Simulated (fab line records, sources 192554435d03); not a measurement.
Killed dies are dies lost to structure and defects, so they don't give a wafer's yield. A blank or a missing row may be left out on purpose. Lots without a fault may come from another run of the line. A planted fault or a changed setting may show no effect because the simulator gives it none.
Chamber matching | flow n5_finfet | N5_BEOL_M4_DESCUM_16 on rie_diel-03: 4 sister chambers
The step chemistry O2, time 7 s. 8 wafers are shown with their chamber, then 10 later ones without.

WAFERS WITH THEIR CHAMBER
wafer  | chamber | drypump_motor_current_A (A) | showerhead_plenum_p_Torr (Torr)
L080.1 | 3       | 5.6                         | 2.13
L082.2 | 1       | 5.2                         | 2.21
L082.6 | 1       | 5.2                         | 2.21
L085.1 | 2       | 6.0                         | 1.99
L085.3 | 0       | 6.3                         | 2.17
L085.5 | 0       | 6.2                         | 2.17
L086.1 | 2       | 6.0                         | 1.99
L086.4 | 3       | 5.6                         | 2.12

WAFERS WITHOUT THEIR CHAMBER
wafer  | drypump_motor_current_A (A) | showerhead_plenum_p_Torr (Torr)
L086.5 | 6.3                         | 2.17
L088.1 | 6.3                         | 2.16
L088.3 | 5.6                         | 2.12
L088.6 | 5.6                         | 2.12
L092.2 | 6.0                         | 1.98
L092.4 | 6.2                         | 2.16
L092.5 | 5.2                         | 2.20
L093.1 | 6.0                         | 1.98
L093.5 | 6.2                         | 2.16
L093.6 | 5.2                         | 2.20

WHICH CHAMBER EACH WENT THROUGH
wafer  | from the rows above | in truth
L086.5 | 0                   | 0
L088.1 | 0                   | 0
L088.3 | 3                   | 3
L088.6 | 3                   | 3
L092.2 | 2                   | 2
L092.4 | 0                   | 0
L092.5 | 1                   | 1
L093.1 | 2                   | 2
L093.5 | 0                   | 0
L093.6 | 1                   | 1
Placed correctly: 10 of 10. Can't be placed from these rows: 0. Placed wrongly: 0.
How it was worked out, from the rows above alone: a wafer's distance from a chamber is the root of the sum, over the readings, of the square of ((its reading less the chamber's mean) divided by the reading's scatter). The wafer belongs to the nearest chamber; if the next one is less than 2 further off, it can't be placed. A chamber's mean is the mean of its shown wafers. The scatter: the root of (the sum of the squares of (reading less its chamber's mean) over the shown wafers, divided by (wafers less chambers)).
